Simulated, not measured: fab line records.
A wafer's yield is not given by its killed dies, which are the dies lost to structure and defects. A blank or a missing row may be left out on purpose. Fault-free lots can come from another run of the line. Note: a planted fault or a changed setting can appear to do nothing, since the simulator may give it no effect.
fab line records	flow nand-harc
record lots=6	wafers=18	last-day=30
route steps=1302 shown P_M0@282 P_M1@285
lots with no fault: from the same line, run without faults
start-h: hours from the record's opening day to when the first of the lot's shown wafers began	wait-h: how many hours have passed since the lot's step before this one	" unchanged from the row above	L1.1+2: a single row standing in for several wafers	- value missing, or start not given	* or withheld: withheld	< > ~ a bound
route shown NAME@n: a module of which the file shows steps, and the number in the route of the first	usual: the fault-free wafers' mean and standard deviation	same: alike in all rows	chamber/n: place in a boat	sites: each site's reading	_std_site: standard deviation across them	_edge_site: the outer-site mean with the inner-site mean subtracted	radius-mm: how far each site lies from the wafer's centre	mask NAME#n: copy n	behind: the most recent tool/chamber to have shaped the wafer	hold: why the lot went on hold/how many hours it stayed there/how the hold came to an end	device: names the non-switching transistor (n, p or np)	end of line: tests run on the same wafers once the route is complete	a step without rows: its recipe alone	killed: dies lost to structure and defects at the first sort, not the wafer's yield	map: a wafer's dies, marking killed ones x, the rest . and places with no die _
set.NAME: the setting the step ran with; set.NAME@STEP: the setting that earlier step ran with	model.NAME: the simulator's own value behind a step, which no gauge read
lots at some steps of the route; a table a step, a row a wafer
services: from which hour (start-h, from the record's first day; less than 0 if before it) a tool's chamber was out of use, for how many hours, and why
## steps
# step NHARC_P_M0_INSPECT_27
# usual raw-defect-count=277/110
lot.wafer	tool	chamber	start-h	wait-h	raw-defect-count
L523.1	defect-inspect-01	-	151.87	0.0	198
L523.3	"	-	"	"	242
L523.4	"	-	"	"	159
L528.1	defect-inspect-01	-	199.44	0.0	155
L528.3	"	-	"	"	387
L528.5	"	-	"	"	341
L529.1	defect-inspect-02	-	213.00	0.0	255
L529.3	"	-	"	"	701
L529.6	"	-	"	"	249
L535.3	defect-inspect-02	-	270.78	0.0	351
L535.4	"	-	"	"	375
L535.6	"	-	"	"	441
L534.4	defect-inspect-01	-	276.29	0.0	163
L534.5	"	-	"	"	201
L534.6	"	-	"	"	152
L536.1	defect-inspect-01	-	282.81	0.0	362
L536.3	"	-	"	"	208
L536.4	"	-	"	"	214
# step NHARC_P_M0_PRE_CLEAN_31
# recipe time-s=12	temp-c=370	rf-power-w=300	gas=NH3
# usual heater-power-w=641/96
lot.wafer	tool	chamber	start-h	wait-h	heater-power-w
L523.1	pecvd-03	0	151.94	0.1	539
L523.3	"	1	"	"	570
L523.4	"	2	"	"	812
L528.3	pecvd-02	2	199.52	0.1	535
L528.1	"	0	"	"	679
L528.5	"	2	"	"	536
L529.1	pecvd-01	2	213.09	0.1	658
L529.3	"	0	"	"	585
L529.6	"	0	"	"	585
L535.3	pecvd-03	2	270.87	0.1	766
L535.4	"	1	"	"	640
L535.6	"	2	"	"	782
L534.4	pecvd-02	0	276.39	0.1	805
L534.5	"	1	"	"	639
L534.6	"	2	"	"	511
L536.3	pecvd-02	0	282.89	0.1	741
L536.1	"	1	"	"	721
L536.4	"	2	"	"	529
# step NHARC_P_M0_DEP_32
# recipe target-thk-a=300	temp-c=370	target-thk-nm=30	pressure-torr=3	flow-sccm=200	rf-w=450	material=SiCN
# usual heater-power-w=595/95
lot.wafer	tool	chamber	start-h	wait-h	heater-power-w
L523.1	pecvd-03	0	152.01	0.1	574
L523.3	"	1	"	"	576
L523.4	"	2	"	"	682
L528.3	pecvd-02	2	199.63	0.1	485
L528.1	"	0	"	"	639
L528.5	"	2	"	"	471
L529.1	pecvd-01	2	213.26	0.1	546
L529.3	"	0	"	"	558
L529.6	"	0	"	"	573
L535.3	pecvd-03	2	271.01	0.1	801
L535.4	"	1	"	"	538
L535.6	"	2	"	"	787
L534.4	pecvd-02	0	276.56	0.2	738
L534.5	"	1	"	"	695
L534.6	"	2	"	"	548
L536.3	pecvd-02	0	283.00	0.1	685
L536.1	"	1	"	"	675
L536.4	"	2	"	"	445
# step NHARC_P_M1_DEP_00
# recipe target-thk-a=1825	target-thk-nm=182.5	temp-c=withheld	pressure-torr=5	flow-sccm=200	rf-w=600	material=SiOC
# step NHARC_P_M1_DEHYDRATE_01
# recipe temp-c=150	time-s=120
# step NHARC_P_M1_HMDS_02
# recipe time-s=30
# step NHARC_P_M1_COAT_34
# recipe temp-c=200	time-s=65
# step NHARC_P_M1_COAT_03
# recipe spin-rpm=1500	resist-thk-nm=90
# step NHARC_P_M1_SOFTBAKE_04
# recipe temp-c=105	time-s=55
# step NHARC_P_M1_EBR_05
# step NHARC_P_M1_EXPOSE_06
# recipe na=1.35	target-cd-nm=130	dose-mj=81.88	mask-id=P_M1
# step NHARC_P_M1_PEB_07
# recipe peb-temp-c=100	peb-time-s=65
# usual heater-power-total-W=156.6/0.43	plate-temp-C=99.99/0.12
lot.wafer	tool	chamber	start-h	wait-h	heater-power-total-W	plate-temp-C
L523.1	litho-track-01	0	153.18	0.1	156.3	100.07
L523.3	"	0	"	"	157.0	100.21
L523.4	"	0	"	"	156.6	100.21
L528.1	litho-track-06	0	200.76	0.1	156.0	100.23
L528.3	"	0	"	"	157.0	99.92
L528.5	"	0	"	"	157.1	100.12
L529.1	litho-track-04	0	214.36	0.1	157.1	99.92
L529.3	"	0	"	"	157.1	100.11
L529.6	"	0	"	"	156.7	100.06
L535.3	litho-track-01	0	271.97	0.0	179.0	110.21
L535.4	"	0	"	"	178.5	110.09
L535.6	"	0	"	"	178.5	110.23
L534.4	litho-track-06	0	277.60	0.0	156.5	99.75
L534.5	"	0	"	"	156.1	99.78
L534.6	"	0	"	"	155.9	99.90
L536.1	litho-track-01	0	284.13	0.1	178.7	110.08
L536.3	"	0	"	"	179.1	110.11
L536.4	"	0	"	"	178.3	110.15
# step NHARC_P_M1_DEVELOP_08
# recipe develop-time-s=35	dev-temp-c=23
# step NHARC_P_M1_CD_MEAS_09
# recipe target-cd-nm=130	landing-energy-ev=500
# usual cd-nm=129.9/0.45
lot.wafer	tool	chamber	start-h	wait-h	cd-nm
L523.1	cd-sem-02	0	153.26	-	130.3
L523.3	"	0	"	"	130.2
L523.4	"	0	"	"	129.7
L528.1	cd-sem-01	0	200.83	-	129.8
L528.3	"	0	"	"	129.7
L528.5	"	0	"	"	129.8
L529.1	cd-sem-01	0	214.44	-	130.1
L529.3	"	0	"	"	129.2
L529.6	"	0	"	"	129.7
L535.3	cd-sem-03	0	272.05	-	158.4
L535.4	"	0	"	"	159.4
L535.6	"	0	"	"	158.8
L534.4	cd-sem-03	0	277.69	-	129.7
L534.5	"	0	"	"	130.2
L534.6	"	0	"	"	130.2
L536.1	cd-sem-02	0	284.21	-	159.1
L536.3	"	0	"	"	158.6
L536.4	"	0	"	"	159.0
# step NHARC_P_M1_OVL_MEAS_10
# recipe pitch-nm=260
# usual overlay-x-nm=0.1/0.85	overlay-y-nm=-0.2/0.89
lot.wafer	tool	chamber	start-h	wait-h	overlay-x-nm	overlay-y-nm
L523.1	overlay-02	-	153.35	-	0.7	1.5
L523.3	"	-	"	"	0.8	1.4
L523.4	"	-	"	"	0.8	1.1
L528.1	overlay-02	-	200.92	-	2.7	-0.4
L528.3	"	-	"	"	2.3	-0.3
L528.5	"	-	"	"	2.5	0.4
L529.1	overlay-02	-	214.53	-	0.0	-0.5
L529.3	"	-	"	"	0.6	-0.6
L529.6	"	-	"	"	0.2	-0.4
L535.3	overlay-01	-	272.13	-	0.4	-0.5
L535.4	"	-	"	"	0.5	0.0
L535.6	"	-	"	"	-0.1	-0.1
L534.4	overlay-02	-	277.77	-	1.1	-1.0
L534.5	"	-	"	"	1.0	-0.5
L534.6	"	-	"	"	1.0	-0.6
L536.1	overlay-02	-	284.30	-	0.0	1.1
L536.3	"	-	"	"	0.2	0.9
L536.4	"	-	"	"	0.3	1.1
# step NHARC_P_M1_INSPECT_11
# usual raw-defect-count=4.2/2.4
lot.wafer	tool	chamber	start-h	wait-h	raw-defect-count
L523.1	defect-inspect-01	-	153.39	0.0	1
L523.3	"	-	"	"	0
L523.4	"	-	"	"	3
L528.1	defect-inspect-01	-	200.96	0.0	3
L528.3	"	-	"	"	5
L528.5	"	-	"	"	2
L529.1	defect-inspect-01	-	214.57	0.0	4
L529.3	"	-	"	"	13
L529.6	"	-	"	"	8
L535.3	defect-inspect-01	-	272.17	0.0	5
L535.4	"	-	"	"	5
L535.6	"	-	"	"	6
L534.4	defect-inspect-01	-	277.80	0.0	3
L534.5	"	-	"	"	6
L534.6	"	-	"	"	2
L536.1	defect-inspect-02	-	284.33	0.0	6
L536.3	"	-	"	"	3
L536.4	"	-	"	"	4
# step NHARC_P_M1_DESCUM_14
# recipe time-s=3	o2-flow-sccm=200	ar-flow-sccm=0	bias-power-w=0	chemistry=O2
# usual drypump-motor-current-A=5.87/0.28	mfc-ar-sccm=0.012/0.015	o2-flow-sccm=200.0/0.58	oes-product-au=1.002/0.0074	rf-vpp-V=57.7/0.82	showerhead-plenum-p-Torr=1.92/0.063	throttle-valve-pct=11.311/0.0088
lot.wafer	tool	chamber	start-h	wait-h	drypump-motor-current-A	mfc-ar-sccm	o2-flow-sccm	oes-product-au	rf-hours-counter-h	rf-vpp-V	showerhead-plenum-p-Torr	throttle-valve-pct	model.P_M1.cd-nm
L523.1	rie-diel-01	0	153.45	0.1	5.74	0.041	200.6	0.999	9	58.2	1.93	11.318	130.1
L523.3	"	1	"	"	5.83	0.034	199.8	1.013	8	59.4	1.83	11.311	130.1
L523.4	"	3	"	"	6.25	0.024	200.1	0.999	8	58.3	1.91	11.313	129.5
L528.1	rie-diel-02	1	201.03	0.1	5.68	0.014	201.0	1.007	12	57.1	1.82	11.310	129.8
L528.3	"	3	"	"	5.77	0.001	200.7	1.007	12	58.2	1.96	11.299	129.4
L528.5	"	1	"	"	5.71	0.014	200.9	0.999	-	56.5	1.82	11.293	129.5
L529.3	rie-diel-01	3	214.64	0.1	6.23	0.024	199.9	0.999	0	56.4	1.91	11.311	128.9
L529.1	"	1	"	"	5.83	0.034	200.0	0.995	0	56.8	1.83	11.318	130.1
L529.6	"	2	"	"	6.27	0.001	199.3	1.000	-	58.1	2.01	11.302	129.8
L535.3	rie-diel-01	3	272.23	0.1	6.23	0.024	199.3	1.003	2	56.2	1.91	11.306	158.2
L535.4	"	0	"	"	5.73	0.041	200.2	0.999	3	57.5	1.93	11.307	159.5
L535.6	"	3	"	"	6.28	0.024	199.7	1.004	-	56.6	1.91	11.318	158.6
L534.4	rie-diel-02	0	277.90	0.1	5.51	0	200.3	1.000	-	58.3	1.93	11.322	130.1
L534.5	"	2	"	"	5.99	0	199.8	1.000	-	57.0	1.93	11.330	130.1
L534.6	"	3	"	"	5.75	0.001	199.6	1.005	-	57.5	1.96	11.298	129.7
L536.1	rie-diel-01	2	284.40	0.1	6.33	0.001	200.1	0.986	5	57.3	2.00	11.330	159.1
L536.3	"	1	"	"	5.82	0.034	200.3	1.000	5	55.6	1.83	11.316	159
L536.4	"	0	"	"	5.72	0.041	199.9	1.001	-	58.2	1.93	11.326	158.9
# step NHARC_P_M1_ETCH_35
# recipe target-depth-a=400	overetch-a=120	time-s=43.94	ion-energy-ev=200	n2-flow-sccm=150	h2-flow-sccm=150	ar-flow-sccm=0	rf-w=400	bias-w=150	chemistry=N2/H2
# usual bias-w=150.0/0.47	drypump-motor-current-A=5.87/0.29	mfc-ar-sccm=0.012/0.015	oes-product-au=1.003/0.0074	rf-vpp-V=430.6/2.1	showerhead-plenum-p-Torr=2.04/0.068	throttle-valve-pct=14.172/0.0091
lot.wafer	tool	chamber	start-h	wait-h	bias-w	drypump-motor-current-A	mfc-ar-sccm	oes-product-au	rf-hours-counter-h	rf-vpp-V	showerhead-plenum-p-Torr	throttle-valve-pct
L523.4	rie-diel-01	2	153.53	0.1	150.0	6.32	0.001	0.997	7	433.9	2.14	14.163
L523.1	"	3	"	"	150.7	6.29	0.024	1.004	8	431.1	2.03	14.167
L523.3	"	1	"	"	150.1	5.82	0.034	1.004	8	427.9	1.95	14.159
L528.1	rie-diel-02	0	201.11	0.1	149.8	5.53	0	0.995	12	430.0	2.06	14.180
L528.3	"	3	"	"	150.5	5.78	0.001	1.010	12	431.4	2.09	14.180
L528.5	"	1	"	"	149.7	5.72	0.014	0.997	-	428.5	1.94	14.170
L529.1	rie-diel-01	0	214.72	0.1	149.1	5.76	0.041	1.006	0	432.3	2.06	14.173
L529.3	"	2	"	"	150.2	6.30	0.001	0.999	0	434.2	2.14	14.167
L529.6	"	0	"	"	149.8	5.74	0.041	0.999	-	430.3	2.06	14.166
L535.4	rie-diel-01	1	272.33	0.1	149.6	5.81	0.034	1.003	3	428.1	1.95	14.172
L535.3	"	2	"	"	149.9	6.29	0.001	1.004	3	432.9	2.14	14.177
L535.6	"	3	"	"	149.3	6.29	0.024	1.013	-	431.1	2.03	14.177
L534.6	rie-diel-02	2	277.99	0.1	150.6	5.97	0	1.004	-	430.3	2.06	14.166
L534.4	"	3	"	"	150.2	5.79	0.001	1.005	-	433.4	2.09	14.178
L534.5	"	0	"	"	150.0	5.54	0	0.997	-	430.7	2.06	14.189
L536.3	rie-diel-01	1	284.51	0.1	149.5	5.82	0.034	1.005	5	429.3	1.95	14.147
L536.1	"	2	"	"	150.1	6.29	0.001	1.004	5	434.5	2.14	14.166
L536.4	"	1	"	"	149.9	5.82	0.034	1.007	-	427.2	1.95	14.171
# step NHARC_P_M1_ETCH_15
# recipe target-depth-a=1825	time-s=91.2	c4f8-flow-sccm=withheld	ar-flow-sccm=400	rf-w=600	bias-w=300	chemistry=C4F8/Ar
# usual bias-w=300.1/0.88	oes-product-au=0.952/0.02	rf-vpp-V=440.9/2.3
lot.wafer	tool	chamber	start-h	wait-h	bias-w	oes-product-au	rf-hours-counter-h	rf-vpp-V
L523.1	rie-diel-01	0	-	-	301.3	0.930	9	440.7
L523.4	"	1	"	"	298.6	0.932	8	438.4
L523.3	"	2	"	"	300.4	0.929	7	444.0
L528.3	rie-diel-02	2	-	-	300.6	0.930	13	441.4
L528.1	"	3	"	"	300.3	0.942	12	442.1
L528.5	"	2	"	"	301.1	0.926	-	440.4
L529.3	rie-diel-01	3	-	-	300.9	0.954	0	441.6
L529.1	"	0	"	"	301.4	0.977	0	442.6
L529.6	"	3	"	"	299.6	0.963	-	441.7
L535.3	rie-diel-01	1	-	-	300.2	0.969	3	436.4
L535.4	"	3	"	"	299.7	0.952	2	440.1
L535.6	"	1	"	"	301.6	0.969	-	438.1
L534.5	rie-diel-02	0	-	-	299.6	0.954	-	440.7
L534.6	"	2	"	"	298.9	0.959	-	443.4
L534.4	"	3	"	"	301.3	0.946	-	441.6
L536.1	rie-diel-01	0	-	-	298.8	0.969	3	441.2
L536.3	"	1	"	"	301.8	0.956	5	438.5
L536.4	"	2	"	"	299.1	0.956	-	445.4
# step NHARC_P_M1_CD_MEAS_16
# usual cd-nm=129.8/0.55
lot.wafer	tool	chamber	start-h	wait-h	cd-nm
L523.1	cd-sem-03	-	153.75	-	130.4
L523.3	"	-	"	"	130.2
L523.4	"	-	"	"	129.5
L528.1	cd-sem-01	-	201.33	-	129.8
L528.3	"	-	"	"	129.5
L528.5	"	-	"	"	129.4
L529.1	cd-sem-02	-	214.93	-	130.3
L529.3	"	-	"	"	129.2
L529.6	"	-	"	"	129.4
L535.3	cd-sem-03	-	272.54	-	158.3
L535.4	"	-	"	"	159.1
L535.6	"	-	"	"	158.8
L534.4	cd-sem-02	-	278.22	-	129.6
L534.5	"	-	"	"	130.0
L534.6	"	-	"	"	129.4
L536.1	cd-sem-01	-	284.75	-	159.0
L536.3	"	-	"	"	158.9
L536.4	"	-	"	"	158.9
# step NHARC_P_M1_STRIP_18
# recipe power-w=1000	n2-flow-sccm=150	h2-flow-sccm=150	ar-flow-sccm=0	bias-w=0	chemistry=N2/H2
# usual drypump-motor-current-A=6.0/0.35	mfc-ar-sccm=0.015/0.015	oes-product-au=1.001/0.0068	rf-vpp-V=90.7/0.95	showerhead-plenum-p-Torr=2.05/0.082	throttle-valve-pct=14.172/0.0095
# same bias-w=0
lot.wafer	tool	chamber	start-h	wait-h	drypump-motor-current-A	mfc-ar-sccm	oes-product-au	rf-hours-counter-h	rf-vpp-V	showerhead-plenum-p-Torr	throttle-valve-pct
L523.1	rie-diel-04	2	153.85	0.1	6.2	0.017	0.988	44	91.3	2.13	14.168
L523.3	"	3	"	"	6.0	0	0.987	45	91.0	2.20	14.171
L523.4	"	0	"	"	5.2	0	1.003	49	90.7	1.98	14.166
L528.1	rie-diel-04	2	201.42	0.1	6.2	0.017	1.001	2	89.8	2.13	14.184
L528.3	"	1	"	"	6.6	0.030	1.006	2	90.1	1.91	14.171
L528.5	"	2	"	"	6.2	0.017	1.000	-	91.2	2.13	14.192
L529.3	rie-diel-01	2	215.06	0.1	6.3	0.001	0.991	0	92.2	2.14	14.188
L529.1	"	3	"	"	6.3	0.024	1.002	0	89.8	2.03	14.185
L529.6	"	1	"	"	5.8	0.034	0.997	-	89.8	1.95	14.181
L535.4	rie-diel-04	0	272.64	0.1	5.2	0	1.004	28	89.2	1.97	14.176
L535.3	"	2	"	"	6.2	0.017	0.994	28	91.6	2.12	14.178
L535.6	"	3	"	"	6.0	0	1.000	-	90.7	2.19	14.162
L534.4	rie-diel-04	2	278.34	0.1	6.2	0.017	0.991	29	90.9	2.12	14.160
L534.6	"	0	"	"	5.3	0	0.997	-	89.7	1.97	14.161
L534.5	"	1	"	"	6.6	0.030	1.011	-	88.9	1.90	14.171
L536.3	rie-diel-02	3	284.86	0.1	5.8	0.001	1.007	7	90.8	2.09	14.165
L536.1	"	0	"	"	5.5	0	1.006	7	91.8	2.05	14.170
L536.4	"	0	"	"	5.5	0	1.005	-	89.7	2.05	14.172
# step NHARC_P_M1_ETCH_28
# recipe target-depth-a=300	over-etch-frac=0.3	time-s=72.99	ion-energy-ev=150	cf4-flow-sccm=50	n2-flow-sccm=100	ar-flow-sccm=150	rf-w=300	bias-w=100	chemistry=CF4/N2
# usual bias-w=99.97/0.29	cf4-flow-sccm=49.98/0.16	drypump-motor-current-A=6.0/0.36	mfc-ar-sccm=150.1/0.47	oes-product-au=1.001/0.0074	rf-vpp-V=314.2/1.9	showerhead-plenum-p-Torr=2.63/0.1	throttle-valve-pct=19.794/0.0096
lot.wafer	tool	chamber	start-h	wait-h	bias-w	cf4-flow-sccm	drypump-motor-current-A	mfc-ar-sccm	oes-product-au	rf-hours-counter-h	rf-vpp-V	showerhead-plenum-p-Torr	throttle-valve-pct	model.P_M1.cd-nm
L523.3	rie-diel-04	2	-	-	99.99	49.88	6.2	150.4	0.985	44	315.6	2.73	19.801	129.7
L523.1	"	0	"	"	100.39	49.65	5.2	149.9	0.989	49	312.7	2.56	19.791	130.3
L523.4	"	1	"	"	99.90	49.77	6.6	149.7	0.996	41	310.9	2.48	19.801	129.6
L528.3	rie-diel-04	1	-	-	99.93	49.83	6.6	150.6	1.006	2	311.1	2.47	19.804	129.4
L528.1	"	0	"	"	99.95	49.86	5.2	149.5	0.993	2	314.3	2.55	19.825	129.8
L528.5	"	1	"	"	100.06	50.05	6.6	149.8	1.001	-	312.5	2.47	19.793	129.2
L529.3	rie-diel-01	2	-	-	99.55	49.92	6.3	149.7	1.002	0	316.3	2.75	19.798	128.9
L529.1	"	3	"	"	99.85	49.69	6.3	149.6	1.006	0	313.5	2.62	19.773	129.7
L529.6	"	1	"	"	99.40	49.96	5.8	150.5	0.997	-	313.7	2.52	19.782	129.2
L535.3	rie-diel-04	0	-	-	99.58	49.74	5.3	150.9	1.007	28	312.8	2.54	19.793	158.4
L535.4	"	2	"	"	100.14	49.86	6.2	149.9	1.003	28	315.9	2.72	19.788	159.7
L535.6	"	1	"	"	99.78	49.97	6.6	150.0	1.021	-	312.6	2.46	19.793	158.7
L534.4	rie-diel-04	2	-	-	99.90	50.10	6.2	149.0	0.989	29	313.9	2.72	19.812	129.2
L534.5	"	1	"	"	100.33	50.37	6.6	150.2	0.995	-	310.2	2.46	19.774	129.3
L534.6	"	2	"	"	99.94	49.91	6.2	149.8	0.998	-	316.3	2.72	19.791	129.6
L536.1	rie-diel-02	3	-	-	99.90	50.03	5.8	150.3	0.994	7	314.6	2.69	19.796	159.3
L536.3	"	2	"	"	99.70	49.97	6.0	150.6	1.012	7	314.3	2.65	19.783	158.9
L536.4	"	2	"	"	99.99	49.85	6.0	150.3	0.999	-	314.1	2.65	19.806	158.6
# step NHARC_P_M1_STRIP_19
# recipe time-s=600	temp-c=30	chemistry=post-etch-residue-remover
## services
tool	chamber	start-h	hours	kind
pecvd-01	-	130.23	13.0	pm
rie-diel-01	0	133.85	-	clean
rie-diel-01	1	133.85	-	clean
rie-diel-01	2	133.85	-	clean
rie-diel-04	1	134.80	3.5	repair
pecvd-01	1	143.45	5.6	repair
litho-track-01	-	155.00	7.0	pm
litho-track-06	-	179.00	7.0	pm
rie-diel-04	-	180.56	9.0	pm
rie-diel-01	-	181.60	2.8	repair
pecvd-03	-	185.11	13.0	pm
rie-diel-01	3	186.98	3.7	repair
pecvd-01	-	187.88	0.6	repair
litho-track-04	-	203.00	7.0	pm
rie-diel-01	-	203.82	9.0	pm
rie-diel-02	-	212.02	0.8	repair
pecvd-01	1	212.20	16.5	repair
rie-diel-02	-	216.70	9.0	pm
rie-diel-04	2	221.92	6.3	repair
pecvd-02	-	227.29	13.0	pm
rie-diel-01	3	235.24	23.5	repair
rie-diel-01	3	273.97	11.6	repair
rie-diel-01	0	277.60	4.9	repair
rie-diel-04	0	281.80	16.0	repair
## key
first-sign step=NHARC_P_M1_PEB_07	reading=plate-temp-C	direction=up	sigmas=83	usual=*	struck=*
effect step=NHARC_P_M1_PEB_07	reading=heater-power-total-W	direction=up	sigmas=52	usual=*	struck=*
effect step=NHARC_P_M1_CD_MEAS_09	reading=cd-nm	direction=up	sigmas=65	usual=129.9	struck=158.9
effect step=NHARC_P_M1_CD_MEAS_16	reading=cd-nm	direction=up	sigmas=53	usual=129.8	struck=158.8
model-effect step=NHARC_P_M1_DESCUM_14	value=P_M1.cd-nm	without=130.1	struck=158.9
model-effect step=NHARC_P_M1_ETCH_28	value=P_M1.cd-nm	without=130.2	struck=158.9
met-at NHARC_P_M1_PEB_07
struck-wafers L535.3,L535.4,L535.6,L536.1,L536.3,L536.4
onset-between 153.18 271.97
fault kind=process-parameter-drift	tool=litho-track-01	chamber=-	onset-h=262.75	steps=NHARC_P_M1_PEB_07	channel=peb-temp-c	offset=*	shape=step	end-h=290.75	acts-in=*	stated=*
